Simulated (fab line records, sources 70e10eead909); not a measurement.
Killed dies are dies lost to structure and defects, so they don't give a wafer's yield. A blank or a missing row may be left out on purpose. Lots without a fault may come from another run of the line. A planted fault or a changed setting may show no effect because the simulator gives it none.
Chamber matching | flow nand_harc | NHARC_A_BONDPAD_ETCH_34 on rie_diel-02: 4 sister chambers
The step etches the open film in N2/H2, target depth 60 nm, overetch 18 nm, time 65.91 s. 8 wafers are shown with their chamber, then 6 later ones without.

WAFERS WITH THEIR CHAMBER
wafer  | chamber | drypump_motor_current_A (A) | rf_vpp_V (V)
L764.4 | 0       | 6.4                         | 431.5
L764.6 | 3       | 5.3                         | 429.7
L765.2 | 0       | 6.4                         | 433.2
L765.5 | 3       | 5.3                         | 429.3
L769.2 | 2       | 5.8                         | 432.4
L769.5 | 1       | 5.8                         | 428.9
L773.1 | 2       | 5.8                         | 433.3
L773.3 | 1       | 5.9                         | 428.3

WAFERS WITHOUT THEIR CHAMBER
wafer  | drypump_motor_current_A (A) | rf_vpp_V (V)
L773.6 | 5.8                         | 432.4
L775.3 | 5.3                         | 429.5
L775.4 | 6.3                         | 432.6
L775.6 | 5.9                         | 429.4
L783.1 | 5.8                         | 432.8
L783.4 | 5.9                         | 427.7

WHICH CHAMBER EACH WENT THROUGH
wafer  | from the rows above | in truth
L773.6 | 2                   | 2
L775.3 | 3                   | 3
L775.4 | 0                   | 0
L775.6 | 1                   | 1
L783.1 | 2                   | 2
L783.4 | 1                   | 1
Placed correctly: 6 of 6. Can't be placed from these rows: 0. Placed wrongly: 0.
How it was worked out, from the rows above alone: a wafer's distance from a chamber is the root of the sum, over the readings, of the square of ((its reading less the chamber's mean) divided by the reading's scatter). The wafer belongs to the nearest chamber; if the next one is less than 2 further off, it can't be placed. A chamber's mean is the mean of its shown wafers. The scatter: the root of (the sum of the squares of (reading less its chamber's mean) over the shown wafers, divided by (wafers less chambers)).
